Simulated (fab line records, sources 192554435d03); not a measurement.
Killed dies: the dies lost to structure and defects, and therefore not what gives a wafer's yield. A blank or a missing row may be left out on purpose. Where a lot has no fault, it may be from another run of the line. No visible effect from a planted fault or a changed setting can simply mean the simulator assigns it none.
Chamber matching	flow n5-finfet	N5_BEOL_M2_STRIP_36 on rie-diel-01: 4 sister chambers
The step strips in N2/H2. 8 wafers are shown with their chamber, then 12 later ones without.

## WAFERS PAIRED WITH THEIR CHAMBERS
wafer	chamber	showerhead-plenum-p-Torr (Torr)	drypump-motor-current-A (A)
L081.2	0	2.40	6.1
L081.5	3	2.55	5.7
L083.1	1	2.71	5.7
L083.3	2	2.58	5.2
L083.4	0	2.40	6.0
L084.1	3	2.55	5.7
L084.4	1	2.71	5.7
L084.6	2	2.57	5.2

## WAFERS WHOSE CHAMBER IS MISSING
wafer	showerhead-plenum-p-Torr (Torr)	drypump-motor-current-A (A)
L089.2	2.70	5.7
L089.4	2.72	6.0
L089.5	2.72	6.0
L094.2	2.70	5.7
L094.3	2.53	5.7
L094.5	2.70	5.7
L095.1	2.56	5.2
L095.4	2.71	6.1
L095.6	2.56	5.2
L096.1	2.71	6.0
L096.4	2.53	5.8
L096.6	2.53	5.7

## THE CHAMBER EACH PASSED THROUGH
wafer	from the rows above	in truth
L089.2	1	1
L089.4	1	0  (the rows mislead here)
L089.5	1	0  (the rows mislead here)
L094.2	1	1
L094.3	3	3
L094.5	1	1
L095.1	2	2
L095.4	1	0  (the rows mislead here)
L095.6	2	2
L096.1	1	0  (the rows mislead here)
L096.4	3	3
L096.6	3	3
Correctly placed: 8 of 12. Number that these rows cannot place: 0. Wrongly placed: 4.
How it was worked out, from the rows above alone: a wafer's distance from a chamber is the root of the sum, over the readings, of the square of ((its reading less the chamber's mean) divided by the reading's scatter). The wafer belongs to the nearest chamber; if the next one is less than 2 further off, it can't be placed. For every chamber, the mean is computed from those of its wafers that are shown. The scatter is the square root of a quotient: the sum, over the shown wafers, of each reading's squared deviation from its chamber's mean, divided by wafers minus chambers.
